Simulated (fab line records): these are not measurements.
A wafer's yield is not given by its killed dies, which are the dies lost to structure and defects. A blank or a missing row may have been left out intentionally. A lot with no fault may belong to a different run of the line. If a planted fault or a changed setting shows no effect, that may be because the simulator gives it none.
fab line records | flow n5Finfet | part 1 of 2: steps 1 to 22 of 28
[record] lots = 5 wafers = 15 lastDay = 17
route steps=1938 shown BEOL_M1@765
lots that met no fault: taken from a fault-free run of the same line
startH: hours from the record's first day to the start of the lot's first wafer shown | waitH: time in hours since the lot's previous step | " identical to the entry in the row above | L1.1+2: a single row standing in for several wafers | - no value, or no start was given | * or withheld: withheld | < > ~ a bound
route shown NAME@n: NAME is a module with steps in the file, n the number in the route of the first one | usual: the fault-free wafers' mean and standard deviation | same: alike in all rows | chamber/n: place in a boat | sites: each site's reading | _std_site: the values' standard deviation | _edge_site: inner sites' mean taken away from outer sites' mean | radiusMm: for every site, how far away it sits from the centre of the wafer | mask NAME#n: copy n | behind: tool/chamber where the wafer was last shaped | hold: why the lot was held/for how many hours/how that ended | device: which transistor (n, p or np) failed to switch | end of line: the tests these same wafers got at the end of their route | a step given without rows: its recipe and nothing more | killed: count of dies lost to structure and defects at first sort (not the wafer's yield) | map: dies across one wafer; x = killed, . = not, _ = none there
set.NAME: setting as actually run; set.NAME@STEP: the setting as run at that earlier step | model.NAME: the simulator's own value behind a step, which no gauge read
a table for each step, a row for each wafer; lots at some steps of the route
services: when a tool's chamber went out of use (startH, in hours from the record's first day, below 0 if earlier), for how many hours, and the reason
[[steps]]
[step N5_BEOL_M1_OVL_MEAS_12]
[recipe] pointsPerWafer = 522
[usual] M1_OVL = -0.1/0.62
// columns lot.wafer tool chamber startH waitH M1_OVL[nm]
L076.1 overlay-01 0 134.80 0.0 -0.2
L076.3 " 0 " " 0.8
L076.6 " 0 " " 0.9
L077.1 overlay-02 0 141.98 0.0 0.5
L077.2 " 0 " " 0.3
L077.3 " 0 " " 0.2
L083.3 overlay-02 0 180.47 0.0 -1.0
L083.4 " 0 " " -1.3
L083.6 " 0 " " -1.2
L092.2 overlay-01 0 232.26 0.0 -0.6
L092.3 " 0 " " 0.5
L092.6 " 0 " " -0.4
L097.1 overlay-02 0 260.35 0.0 0.7
L097.4 " 0 " " 0.2
L097.6 " 0 " " 0.1
[step N5_BEOL_M1_INSPECT_13]
[recipe] mode = adi inspectInstrument = brightfield
[usual] rawDefectCount = 383/80
// columns lot.wafer tool chamber startH waitH rawDefectCount
L076.1 defectInspect-01 - 134.86 0.1 439
L076.3 " - " " 545
L076.6 " - " " 369
L077.1 defectInspect-02 - 142.04 0.1 418
L077.2 " - " " 355
L077.3 " - " " 365
L083.3 defectInspect-01 - 180.52 0.0 387
L083.4 " - " " 329
L083.6 " - " " 303
L092.2 defectInspect-02 - 232.32 0.0 483
L092.3 " - " " 344
L092.6 " - " " 408
L097.1 defectInspect-02 - 260.41 0.1 379
L097.4 " - " " 451
L097.6 " - " " 477
[step N5_BEOL_M1_DESCUM_16]
[recipe] chemistry = O2 timeS = 7 sourcePowerW = 50 biasPowerW = 20 pressureMtorr = 20 rfFrequencyHz = 2.712e+07 tempC = 40 resist = CAR-EUV o2FlowSccm = 225
[usual] drypumpMotorCurrentA = 5.6/0.43 oesProductAu = 0.77/0.087 rfVppV = 243.4/1.2 showerheadPlenumPTorr = 2.10/0.055 throttleValvePct = 20.42/0.29
// columns lot.wafer tool chamber startH waitH drypumpMotorCurrentA oesProductAu rfHoursCounterH rfVppV showerheadPlenumPTorr throttleValvePct
L076.1 rieDiel-04 1 135.65 0.8 5.8 0.69 198 242.3 2.10 21.03
L076.3 " 3 " " 5.2 0.70 189 244.7 2.17 20.58
L076.6 " 0 " " 6.1 0.72 - 243.6 2.16 20.61
L077.1 rieDiel-04 1 142.07 0.0 5.7 0.69 200 244.3 2.10 21.06
L077.2 " 0 " " 6.0 0.71 207 244.0 2.16 20.62
L077.3 " 2 " " 5.6 0.83 73 245.5 2.19 20.18
L083.3 rieDiel-02 2 180.60 0.1 5.4 0.73 163 243.8 2.16 20.13
L083.4 " 1 " " 6.5 0.71 196 243.4 2.07 20.40
L083.6 " 1 " " 6.6 0.72 - 243.1 2.07 20.39
L092.2 rieDiel-02 3 232.35 0.0 5.0 0.69 244 242.5 2.04 20.54
L092.3 " 2 " " 5.4 0.73 177 245.2 2.16 20.16
L092.6 " 1 " " 6.5 0.70 - 242.5 2.07 20.41
L097.1 rieDiel-03 3 260.45 0.0 6.0 0.77 168 243.5 2.08 20.56
L097.4 " 1 " " 4.9 0.88 37 244.1 2.03 20.45
L097.6 " 3 " " 6.0 0.77 - 241.4 2.08 20.55
[step N5_BEOL_M1_ETCH_74]
[recipe] chemistry = N2/H2 target = underlayer targetDepthA = 65 maskMaterial = CAR-EUV timeS = 5.2 ionEnergyEv = 200 pressureMtorr = 30 sourceW = 840 biasW = 150 n2FlowSccm = 200 h2FlowSccm = 200 ends = cleared
[usual] drypumpMotorCurrentA = 5.6/0.43 etchRfOnTimeS = 5.27/0.19 n2FlowSccm = 200.0/0.6 oesProductAu = 0.66/0.077 rfVppV = 524.4/2.3 showerheadPlenumPTorr = 2.56/0.07 throttleValvePct = 17.92/0.3
// columns lot.wafer tool chamber startH waitH drypumpMotorCurrentA etchRfOnTimeS n2FlowSccm oesProductAu rfHoursCounterH rfVppV showerheadPlenumPTorr throttleValvePct
L076.1 rieDiel-04 1 135.69 0.0 5.8 5.52 199.2 0.58 198 523.5 2.55 18.48
L076.3 " 3 " " 5.2 5.23 199.7 0.60 189 528.9 2.65 18.07
L076.6 " 0 " " 6.0 5.71 200.5 0.59 - 526.7 2.65 18.19
L077.1 rieDiel-04 1 142.11 0.0 5.8 5.50 199.6 0.58 200 524.6 2.55 18.49
L077.2 " 0 " " 6.0 5.73 199.7 0.58 207 525.9 2.64 18.22
L077.3 " 2 " " 5.6 5.08 200.3 0.72 73 528.0 2.68 17.71
L083.3 rieDiel-02 2 180.64 0.0 5.4 5.40 200.2 0.62 163 526.7 2.63 17.55
L083.4 " 1 " " 6.5 5.06 200.1 0.63 196 522.5 2.51 17.93
L083.6 " 1 " " 6.5 5.09 200.6 0.63 - 523.9 2.51 17.94
L092.2 rieDiel-02 3 232.39 0.0 5.1 5.21 200.0 0.57 244 522.0 2.51 18.10
L092.3 " 2 " " 5.4 5.28 200.4 0.62 177 528.0 2.63 17.58
L092.6 " 1 " " 6.5 5.07 200.9 0.63 - 524.5 2.51 17.97
L097.1 rieDiel-03 3 260.48 0.0 6.0 5.30 200.1 0.64 168 524.1 2.54 18.04
L097.4 " 1 " " 4.9 5.16 200.0 0.73 37 521.9 2.49 17.93
L097.6 " 3 " " 6.0 5.24 198.9 0.65 - 525.1 2.54 18.04
[step N5_BEOL_M1_ETCH_63]
[recipe] chemistry = CF4 target = SiARC targetDepthA = 156 maskMaterial = CAR-EUV timeS = 26 ionEnergyEv = 80 pressureMtorr = 40 sourceW = 545 biasW = 36 Ar_flow_sccm = 100 cf4FlowSccm = 100 ends = cleared
[usual] drypumpMotorCurrentA = 5.6/0.43 etchRfOnTimeS = 26.3/0.78 oesProductAu = 0.66/0.076 rfVppV = 184.3/1.1 showerheadPlenumPTorr = 2.16/0.061 throttleValvePct = 15.66/0.25
// columns lot.wafer tool chamber startH waitH drypumpMotorCurrentA etchRfOnTimeS oesProductAu rfHoursCounterH rfVppV showerheadPlenumPTorr throttleValvePct
L076.1 rieDiel-04 1 135.70 0.0 5.8 26.8 0.59 198 184.2 2.13 15.99
L076.3 " 3 " " 5.2 25.7 0.61 189 184.8 2.23 15.79
L076.6 " 0 " " 6.0 27.9 0.59 - 184.8 2.22 15.90
L077.1 rieDiel-04 1 142.12 0.0 5.7 27.4 0.58 200 185.7 2.13 16.00
L077.2 " 0 " " 6.0 28.0 0.60 207 184.4 2.22 15.92
L077.3 " 2 " " 5.6 25.4 0.71 73 185.5 2.26 15.51
L083.3 rieDiel-02 2 180.65 0.0 5.4 26.9 0.62 163 183.3 2.22 15.44
L083.4 " 1 " " 6.5 25.8 0.63 196 184.9 2.13 15.64
L083.6 " 1 " " 6.5 25.8 0.63 - 185.7 2.13 15.64
L092.2 rieDiel-02 3 232.40 0.0 5.1 26.4 0.58 244 185.0 2.12 15.98
L092.3 " 2 " " 5.4 27.0 0.61 177 184.9 2.22 15.47
L092.6 " 1 " " 6.5 26.3 0.61 - 183.7 2.12 15.68
L097.1 rieDiel-03 3 260.50 0.0 6.0 26.4 0.65 168 183.6 2.15 15.83
L097.4 " 1 " " 4.9 26.0 0.75 37 183.6 2.11 15.68
L097.6 " 3 " " 6.0 26.5 0.65 - 183.7 2.15 15.85
[step N5_BEOL_M1_ETCH_64]
[recipe] chemistry = N2/H2 target = SOC targetDepthA = 750 overetchA = 150 maskMaterial = SiARC tempC = 40 timeS = 112.5 ionEnergyEv = 200 pressureMtorr = 30 sourceW = 840 biasW = 150 n2FlowSccm = 200 h2FlowSccm = 200
[usual] drypumpMotorCurrentA = 5.6/0.43 n2FlowSccm = 200.0/0.61 oesProductAu = 0.62/0.064 rfVppV = 524.3/2.1 showerheadPlenumPTorr = 2.56/0.071 throttleValvePct = 17.88/0.3
// columns lot.wafer tool chamber startH waitH drypumpMotorCurrentA n2FlowSccm oesProductAu rfHoursCounterH rfVppV showerheadPlenumPTorr throttleValvePct
L076.1 rieDiel-04 1 135.73 0.0 5.8 200.4 0.56 198 522.8 2.55 18.45
L076.3 " 3 " " 5.2 200.0 0.56 189 526.3 2.65 18.03
L076.6 " 0 " " 6.1 200.3 0.57 - 526.8 2.64 18.18
L077.1 rieDiel-04 1 142.15 0.0 5.8 199.8 0.56 200 523.8 2.55 18.45
L077.2 " 0 " " 6.0 200.7 0.57 207 525.8 2.64 18.16
L077.3 " 2 " " 5.6 200.3 0.65 73 525.8 2.69 17.66
L083.3 rieDiel-02 2 180.68 0.0 5.4 200.4 0.59 163 526.4 2.63 17.53
L083.4 " 1 " " 6.5 200.1 0.58 196 523.3 2.51 17.88
L083.6 " 1 " " 6.5 200.2 0.58 - 523.6 2.51 17.86
L092.2 rieDiel-02 3 232.43 0.0 5.1 199.9 0.54 244 522.4 2.51 18.04
L092.3 " 2 " " 5.4 198.7 0.58 177 526.1 2.63 17.55
L092.6 " 1 " " 6.5 200.2 0.57 - 523.6 2.51 17.89
L097.1 rieDiel-03 3 260.53 0.0 6.0 200.8 0.61 168 525.0 2.54 17.99
L097.4 " 1 " " 4.9 199.3 0.70 37 520.9 2.49 17.91
L097.6 " 3 " " 6.0 200.0 0.60 - 522.3 2.54 17.98
[step N5_BEOL_M1_STRIP_65]
[recipe] chemistry = N2/H2 tempC = 40 n2FlowSccm = 200 h2FlowSccm = 200 rfFrequencyHz = 6e+07
// columns lot.wafer tool chamber startH waitH
L076.1+3+6 rieDiel-04 1,3,0 135.84 0.1
L077.1+2+3 rieDiel-04 1,0,2 142.26 0.1
L083.3+4+6 rieDiel-02 2,1,1 180.79 0.1
L092.2+3+6 rieDiel-02 3,2,1 232.54 0.1
L097.1+4+6 rieDiel-03 3,1,3 260.63 0.1
[step N5_BEOL_M1_STRIP_75]
[recipe] chemistry = N2/H2 tempC = 40 n2FlowSccm = 200 h2FlowSccm = 200 rfFrequencyHz = 6e+07
// columns lot.wafer tool chamber startH waitH
L076.1+3+6 rieDiel-04 1,3,0 135.85 0.0
L077.1+2+3 rieDiel-04 1,0,2 142.27 0.0
L083.3+4+6 rieDiel-02 2,1,1 180.80 0.0
L092.2+3+6 rieDiel-02 3,2,1 232.55 0.0
L097.1+4+6 rieDiel-03 3,1,3 260.64 0.0
[step N5_BEOL_M1_STRIP_66]
[recipe] chemistry = CF4 resist = SiARC powerW = 300 biasPowerW = 75 pressureMtorr = 50 cf4FlowSccm = 150 rfFrequencyHz = 6e+07
[usual] drypumpMotorCurrentA = 5.6/0.43 oesProductAu = 0.77/0.08 rfVppV = 271.4/1.2 showerheadPlenumPTorr = 1.81/0.051 throttleValvePct = 13.62/0.27
// columns lot.wafer tool chamber startH waitH drypumpMotorCurrentA oesProductAu rfHoursCounterH rfVppV showerheadPlenumPTorr throttleValvePct
L076.1 rieDiel-04 1 135.86 0.0 5.8 0.70 198 271.1 1.78 13.92
L076.3 " 3 " " 5.2 0.71 189 272.8 1.86 13.70
L076.6 " 0 " " 6.0 0.72 - 273.5 1.88 13.95
L077.1 rieDiel-04 1 142.28 0.0 5.7 0.69 200 271.0 1.78 13.93
L077.2 " 0 " " 6.0 0.72 207 272.3 1.88 13.96
L077.3 " 2 " " 5.6 0.82 73 271.3 1.88 13.39
L083.3 rieDiel-02 2 180.81 0.0 5.4 0.73 163 272.5 1.86 13.43
L083.4 " 1 " " 6.5 0.73 196 272.4 1.78 13.63
L083.6 " 1 " " 6.5 0.73 - 270.5 1.78 13.63
L092.2 rieDiel-02 3 232.56 0.0 5.0 0.68 244 271.2 1.77 13.93
L092.3 " 2 " " 5.4 0.72 177 272.8 1.85 13.46
L092.6 " 1 " " 6.5 0.71 - 269.8 1.78 13.66
L097.1 rieDiel-03 3 260.65 0.0 6.0 0.76 168 271.6 1.81 13.83
L097.4 " 1 " " 4.9 0.87 37 269.9 1.77 13.62
L097.6 " 3 " " 6.0 0.76 - 270.4 1.81 13.87
[step N5_BEOL_M1_HM_OPEN_17]
[recipe] chemistry = Cl2/BCl3 targetDepthA = 200 overetchA = 60 target = TiN maskMaterial = SOC ionEnergyEv = 150 pressureMtorr = 10 icpW = 1000 biasW = 126 Cl2_flow_sccm = 53.25 bcl3FlowSccm = 21.75 Ar_flow_sccm = 25
[usual] drypumpMotorCurrentA = 5.7/0.4 oesProductAu = 0.71/0.053 throttleValvePct = 21.96/0.22
// columns lot.wafer tool chamber startH waitH drypumpMotorCurrentA oesProductAu rfHoursCounterH throttleValvePct
L076.1 rieMetal-01 0 135.90 0.0 6.2 0.63 55 21.87
L076.3 " 0 " " 6.2 0.64 - 21.89
L076.6 " 1 " " 5.6 0.75 - 22.10
L077.1 rieMetal-01 0 142.32 0.0 6.2 0.64 55 21.86
L077.2 " 1 " " 5.6 0.74 14 22.11
L077.3 " 0 " " 6.2 0.64 - 21.86
L083.3 rieMetal-03 0 180.88 0.1 6.3 0.72 - 21.85
L083.4 " 1 " " 5.8 0.67 - 22.23
L083.6 " 1 " " 5.8 0.67 - 22.20
L092.2 rieMetal-02 1 232.60 0.0 5.3 0.71 23 22.15
L092.3 " 0 " " 5.2 0.78 - 21.55
L092.6 " 0 " " 5.2 0.78 - 21.56
L097.1 rieMetal-01 0 260.69 0.0 6.2 0.61 64 21.91
L097.4 " 1 " " 5.6 0.71 - 22.13
L097.6 " 0 " " 6.2 0.62 - 21.90
[step N5_BEOL_M1_STRIP_19]
[recipe] chemistry = O2 powerW = 400 tempC = 40 pressureMtorr = 30 rfFrequencyHz = 6e+07 biasPowerW = 0 overashFraction = 0.2 o2FlowSccm = 225
[usual] drypumpMotorCurrentA = 5.6/0.45 oesProductAu = 0.80/0.092 rfVppV = 3.7/0.49 showerheadPlenumPTorr = 2.09/0.049 throttleValvePct = 16.60/0.23
// columns lot.wafer tool chamber startH waitH drypumpMotorCurrentA oesProductAu rfHoursCounterH rfVppV showerheadPlenumPTorr throttleValvePct
L076.1 rieDiel-03 0 136.01 0.1 5.5 0.64 253 3.2 2.05 16.70
L076.3 " 3 " " 6.0 0.82 128 4.6 2.10 16.72
L076.6 " 3 " " 6.0 0.80 - 3.8 2.10 16.73
L077.1 rieDiel-04 1 142.43 0.1 5.7 0.69 200 4.1 2.11 17.20
L077.2 " 3 " " 5.2 0.70 191 4.4 2.17 16.79
L077.3 " 0 " " 6.1 0.71 207 4.3 2.16 16.88
L083.3 rieDiel-03 2 181.12 0.2 5.6 0.86 78 3.4 2.10 16.35
L083.4 " 0 " " 5.5 0.95 8 4.0 2.04 16.19
L083.6 " 2 " " 5.6 0.85 - 3.1 2.10 16.35
L092.2 rieDiel-03 3 232.71 0.1 6.0 0.78 159 4.1 2.09 16.79
L092.3 " 1 " " 4.9 0.91 29 3.3 2.04 16.64
L092.6 " 0 " " 5.6 0.91 - 3.7 2.04 16.22
L097.1 rieDiel-02 2 260.80 0.1 5.4 0.72 187 3.8 2.16 16.47
L097.4 " 2 " " 5.4 0.72 - 3.9 2.16 16.46
L097.6 " 1 " " 6.5 0.70 - 4.4 2.07 16.70
[step N5_BEOL_M1_CD_MEAS_18]
[recipe] pitchNm = 36 targetCdNm = 18
[usual] cdNm = 17.8/0.39
// columns lot.wafer tool chamber startH waitH cdNm
L076.1 cdSem-01 - 136.08 0.0 18.3
L076.3 " - " " 18.5
L076.6 " - " " 18.3
L077.1 cdSem-01 - 142.50 0.0 18.4
L077.2 " - " " 18.3
L077.3 " - " " 17.7
L083.3 cdSem-03 - 181.19 0.1 18.1
L083.4 " - " " 18.0
L083.6 " - " " 18.3
L092.2 cdSem-03 - 232.78 0.1 17.7
L092.3 " - " " 18.2
L092.6 " - " " 18.0
L097.1 cdSem-01 - 260.87 0.0 17.7
L097.4 " - " " 17.6
L097.6 " - " " 17.9
[step N5_BEOL_M1_COAT_67]
[recipe] resist = SOC tempC = 250 timeS = 60 spinRpm = 1500 resistThkNm = 60
// columns lot.wafer tool chamber startH waitH
L076.1+3+6 lithoTrack-02 0 136.12 0.0
L077.1+2+3 lithoTrack-03 0 142.54 0.0
L083.3+4+6 lithoTrack-05 0 181.23 0.0
L092.2+3+6 lithoTrack-05 0 232.82 0.0
L097.1+4+6 lithoTrack-02 0 260.91 0.0
[step N5_BEOL_M1_COAT_68]
[recipe] resist = SiARC tempC = 220 timeS = 60 spinRpm = 1500 resistThkNm = 12
// columns lot.wafer tool chamber startH waitH
L076.1+3+6 lithoTrack-02 0 - -
L077.1+2+3 lithoTrack-03 0 - -
L083.3+4+6 lithoTrack-05 0 - -
L092.2+3+6 lithoTrack-05 0 - -
L097.1+4+6 lithoTrack-02 0 - -
[step N5_BEOL_M1_COAT_76]
[recipe] resist = underlayer tempC = 205 timeS = 60 spinRpm = 1500 resistThkNm = 5
// columns lot.wafer tool chamber startH waitH
L076.1+3+6 lithoTrack-02 0 - -
L077.1+2+3 lithoTrack-03 0 - -
L083.3+4+6 lithoTrack-05 0 - -
L092.2+3+6 lithoTrack-05 0 - -
L097.1+4+6 lithoTrack-02 0 - -
[step N5_BEOL_M1_COAT_22]
[recipe] resist = CAR-EUV spinRpm = 1500 resistThkNm = 30
// columns lot.wafer tool chamber startH waitH
L076.1+3+6 lithoTrack-02 0 - -
L077.1+2+3 lithoTrack-03 0 - -
L083.3+4+6 lithoTrack-05 0 - -
L092.2+3+6 lithoTrack-05 0 - -
L097.1+4+6 lithoTrack-02 0 - -
[step N5_BEOL_M1_EBR_24]
[recipe] solvent = PGMEA ebrWidthMm = 1.5
// columns lot.wafer tool chamber startH waitH
L076.1+3+6 lithoTrack-02 0 - -
L077.1+2+3 lithoTrack-03 0 - -
L083.3+4+6 lithoTrack-05 0 - -
L092.2+3+6 lithoTrack-05 0 - -
L097.1+4+6 lithoTrack-02 0 - -
[step N5_BEOL_M1_SOFTBAKE_23]
[recipe] tempC = 110 timeS = 60 resist = CAR-EUV
// columns lot.wafer tool chamber startH waitH
L076.1+3+6 lithoTrack-02 0 - -
L077.1+2+3 lithoTrack-03 0 - -
L083.3+4+6 lithoTrack-05 0 - -
L092.2+3+6 lithoTrack-05 0 - -
L097.1+4+6 lithoTrack-02 0 - -
[step N5_BEOL_M1_EXPOSE_25]
[recipe] maskId = V0 na = 0.33 sourceShape = quasar sigmaInner = 0.2 sigmaOuter = 0.8 polarization = unpolarized defocusNm = 5 targetCdNm = 24 doseMj = 63
[usual] stageMsdNm = 0.87/0.034
// columns lot.wafer tool chamber startH waitH mask stageMsdNm
L076.1 euvScanner-01 0 136.38 - V0#0 0.83
L076.3 " 0 " " V0#0 0.83
L076.6 " 0 " " V0#0 0.83
L077.1 euvScanner-02 0 142.67 - V0#0 0.91
L077.2 " 0 " " V0#0 0.90
L077.3 " 0 " " V0#0 0.91
L083.3 euvScanner-02 0 181.53 - V0#0 0.90
L083.4 " 0 " " V0#0 0.90
L083.6 " 0 " " V0#0 0.91
L092.2 euvScanner-02 0 233.09 - V0#0 0.90
L092.3 " 0 " " V0#0 0.90
L092.6 " 0 " " V0#0 0.90
L097.1 euvScanner-02 0 261.05 - V0#0 0.90
L097.4 " 0 " " V0#0 0.90
L097.6 " 0 " " V0#0 0.90
[step N5_BEOL_M1_PEB_26]
[recipe] pebTempC = 100 pebTimeS = 60 resist = CAR-EUV
// columns lot.wafer tool chamber startH waitH
L076.1+3+6 lithoTrack-03 0 136.46 0.1
L077.1+2+3 lithoTrack-05 0 142.75 0.1
L083.3+4+6 lithoTrack-03 0 181.59 0.1
L092.2+3+6 lithoTrack-03 0 233.16 0.1
L097.1+4+6 lithoTrack-05 0 261.13 0.1
[step N5_BEOL_M1_DEVELOP_27]
[recipe] developTimeS = 30 developer = TMAH resist = CAR-EUV rinseLiquid = surfactantRinse dry = airSpin devTempC = 23
// columns lot.wafer tool chamber startH waitH
L076.1+3+6 lithoTrack-03 0 - -
L077.1+2+3 lithoTrack-05 0 - -
L083.3+4+6 lithoTrack-03 0 - -
L092.2+3+6 lithoTrack-03 0 - -
L097.1+4+6 lithoTrack-05 0 - -
[step N5_BEOL_M1_CD_MEAS_28]
[recipe] landingEnergyEv = 500 detector = seInlens targetCdYNm = 23.3
[usual] cdNm = 23.93/0.26
// columns lot.wafer tool chamber startH waitH cdNm
L076.1 cdSem-03 0 136.52 - 23.65
L076.3 " 0 " " 24.29
L076.6 " 0 " " 23.71
L077.1 cdSem-01 0 142.82 - 24.16
L077.2 " 0 " " 24.55
L077.3 " 0 " " 24.18
L083.3 cdSem-01 0 181.66 - 24.06
L083.4 " 0 " " 24.21
L083.6 " 0 " " 23.88
L092.2 cdSem-02 0 233.22 - 24.26
L092.3 " 0 " " 23.97
L092.6 " 0 " " 23.90
L097.1 cdSem-01 0 261.19 - 23.83
L097.4 " 0 " " 23.88
L097.6 " 0 " " 24.04
